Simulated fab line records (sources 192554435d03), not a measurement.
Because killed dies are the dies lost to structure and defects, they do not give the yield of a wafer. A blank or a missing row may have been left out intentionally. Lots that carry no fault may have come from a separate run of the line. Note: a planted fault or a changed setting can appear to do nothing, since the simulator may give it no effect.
Lot-split experiment || flow n5-finfet || on a route of 1938 steps: 7 lots, 21 wafers read

ABOUT THE SPLIT
At N5_BEOL_M6_HM_DEP_02 (deposits TiN, target thk 20 nm), the setting target-thk-a was moved away from the recipe's 200 angstrom on 8 of the 21 wafers read, by -9.6% to +12.3%. This setting was run at the recipe's value on the other wafers.

FROM THE SPLIT TO THE READING: what the file shows between them, 4 steps
- N5_BEOL_M6_COAT_59: time 60 s, resist thk 100 nm
- N5_BEOL_M6_COAT_60: time 60 s, resist thk 35 nm
- N5_BEOL_M6_STRIP_68: strips in N2/H2
- N5_BEOL_M6_STRIP_67: strips in CF4

THE READING
etch.depth-nm (the simulator's own value, which no gauge read), in nm, at N5_BEOL_M6_HM_OPEN_17 (chemistry Cl2/BCl3, target TiN, target depth 20 nm, overetch 6 nm). The file does not state a usual value for it. Here, 13 wafers ran the recipe; their average is 20.15 nm with a standard deviation of 0.31 nm.

{"wafer": "L082.2", "tool, chamber at the split": "pvd-sputter-03, -", "target-thk-a as run, angstrom": 200, "against the recipe": "recipe", "etch.depth-nm, nm": 20.58, "against lot-mates on the recipe": "-"}
{"wafer": "L082.4", "tool, chamber at the split": "pvd-sputter-03, -", "target-thk-a as run, angstrom": 200, "against the recipe": "recipe", "etch.depth-nm, nm": 20.09, "against lot-mates on the recipe": "-"}
{"wafer": "L082.6", "tool, chamber at the split": "pvd-sputter-03, -", "target-thk-a as run, angstrom": 200, "against the recipe": "recipe", "etch.depth-nm, nm": 20.77, "against lot-mates on the recipe": "-"}
{"wafer": "L078.3", "tool, chamber at the split": "pvd-sputter-03, -", "target-thk-a as run, angstrom": 200, "against the recipe": "recipe", "etch.depth-nm, nm": 20.33, "against lot-mates on the recipe": "-"}
{"wafer": "L078.4", "tool, chamber at the split": "pvd-sputter-03, -", "target-thk-a as run, angstrom": 200, "against the recipe": "recipe", "etch.depth-nm, nm": 19.85, "against lot-mates on the recipe": "-"}
{"wafer": "L078.5", "tool, chamber at the split": "pvd-sputter-03, -", "target-thk-a as run, angstrom": 200, "against the recipe": "recipe", "etch.depth-nm, nm": 20.43, "against lot-mates on the recipe": "-"}
{"wafer": "L084.1", "tool, chamber at the split": "pvd-sputter-03, -", "target-thk-a as run, angstrom": 200, "against the recipe": "recipe", "etch.depth-nm, nm": 20.05, "against lot-mates on the recipe": "-"}
{"wafer": "L084.2", "tool, chamber at the split": "pvd-sputter-03, -", "target-thk-a as run, angstrom": 180.8, "against the recipe": "-9.6%", "etch.depth-nm, nm": 18.16, "against lot-mates on the recipe": -2.07}
{"wafer": "L084.4", "tool, chamber at the split": "pvd-sputter-03, -", "target-thk-a as run, angstrom": 200, "against the recipe": "recipe", "etch.depth-nm, nm": 20.41, "against lot-mates on the recipe": "-"}
{"wafer": "L086.1", "tool, chamber at the split": "pvd-sputter-02, -", "target-thk-a as run, angstrom": 224.5, "against the recipe": "+12.3%", "etch.depth-nm, nm": 22.11, "against lot-mates on the recipe": "+2.24"}
{"wafer": "L086.5", "tool, chamber at the split": "pvd-sputter-02, -", "target-thk-a as run, angstrom": 200, "against the recipe": "recipe", "etch.depth-nm, nm": 19.87, "against lot-mates on the recipe": "-"}
{"wafer": "L086.6", "tool, chamber at the split": "pvd-sputter-02, -", "target-thk-a as run, angstrom": 224.5, "against the recipe": "+12.3%", "etch.depth-nm, nm": 22.15, "against lot-mates on the recipe": "+2.28"}
{"wafer": "L089.1", "tool, chamber at the split": "pvd-sputter-03, -", "target-thk-a as run, angstrom": 216.1, "against the recipe": "+8.1%", "etch.depth-nm, nm": 21.6, "against lot-mates on the recipe": "no lot-mate on the recipe"}
{"wafer": "L089.3", "tool, chamber at the split": "pvd-sputter-03, -", "target-thk-a as run, angstrom": 216.1, "against the recipe": "+8.1%", "etch.depth-nm, nm": 21.63, "against lot-mates on the recipe": "no lot-mate on the recipe"}
{"wafer": "L089.4", "tool, chamber at the split": "pvd-sputter-03, -", "target-thk-a as run, angstrom": 216.1, "against the recipe": "+8.1%", "etch.depth-nm, nm": 21.91, "against lot-mates on the recipe": "no lot-mate on the recipe"}
{"wafer": "L090.4", "tool, chamber at the split": "pvd-sputter-03, -", "target-thk-a as run, angstrom": 200, "against the recipe": "recipe", "etch.depth-nm, nm": 20.04, "against lot-mates on the recipe": "-"}
{"wafer": "L090.5", "tool, chamber at the split": "pvd-sputter-03, -", "target-thk-a as run, angstrom": 183.9, "against the recipe": "-8.1%", "etch.depth-nm, nm": 18.52, "against lot-mates on the recipe": -1.52}
{"wafer": "L090.6", "tool, chamber at the split": "pvd-sputter-03, -", "target-thk-a as run, angstrom": 183.9, "against the recipe": "-8.1%", "etch.depth-nm, nm": 18.17, "against lot-mates on the recipe": -1.87}
{"wafer": "L093.1", "tool, chamber at the split": "pvd-sputter-02, -", "target-thk-a as run, angstrom": 200, "against the recipe": "recipe", "etch.depth-nm, nm": 19.83, "against lot-mates on the recipe": "-"}
{"wafer": "L093.4", "tool, chamber at the split": "pvd-sputter-02, -", "target-thk-a as run, angstrom": 200, "against the recipe": "recipe", "etch.depth-nm, nm": 19.76, "against lot-mates on the recipe": "-"}
{"wafer": "L093.6", "tool, chamber at the split": "pvd-sputter-02, -", "target-thk-a as run, angstrom": 200, "against the recipe": "recipe", "etch.depth-nm, nm": 19.99, "against lot-mates on the recipe": "-"}

THE FIT
A straight line over all 21 wafers: etch.depth-nm changes by +0.19 nm for each +1% of target-thk-a; r = +0.97; the points scatter about the line by 0.3 nm.
The same after taking each lot's own level away (the mean of its wafers on the recipe; 18 wafers): +0.196 nm for each +1%; r = +0.98; scatter 0.2 nm.
That fit puts the effect of the largest move of target-thk-a on the reading at 2.4 nm.
The span of the lots' own levels, 19.860 to 20.480 nm, comes to 2.0 times the standard deviation stated above.
The two slopes agree, so the slope changes little with the lot-to-lot level.
Check: for one of the wafers moved furthest among these (+12.3%), held out of the fit, the line's prediction against its lot-mates is +2.43 nm. It came out at +2.24 nm against them.

OTHER SPLITS ON THESE WAFERS
Before the reading, these wafers also passed through other splits. Each is held against what the fit with the lots' levels taken away leaves over:
{"other split on the same wafers": "N5_BEOL_M5_COAT_22 spin-rpm", "wafers away from the commonest value": 8, "r with etch.depth-nm (lot level and that fit taken away)": -0.25}

THE WHOLE CHAIN: every reading that the file lists as answering this split, in the file's order
{"step": "N5_BEOL_M6_HM_DEP_02", "what it does": "deposits TiN, target thk 20 nm", "reading": "TiN_of_BEOL_M6_HM_DEP_02.thk-nm (the simulator's own value, which no gauge read)", "change (the file's fit)": "+0.2 nm for each +1% of the setting", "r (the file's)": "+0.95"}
{"step": "N5_BEOL_M6_HM_OPEN_17", "what it does": "chemistry Cl2/BCl3, target TiN, target depth 20 nm, overetch 6 nm", "reading": "etch.depth-nm (the simulator's own value, which no gauge read)", "change (the file's fit)": "+0.199 nm for each +1% of the setting", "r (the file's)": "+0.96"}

THE FILE'S OWN FIT
etch.depth-nm changes by +0.199 nm for each +1% of target-thk-a, r = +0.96.
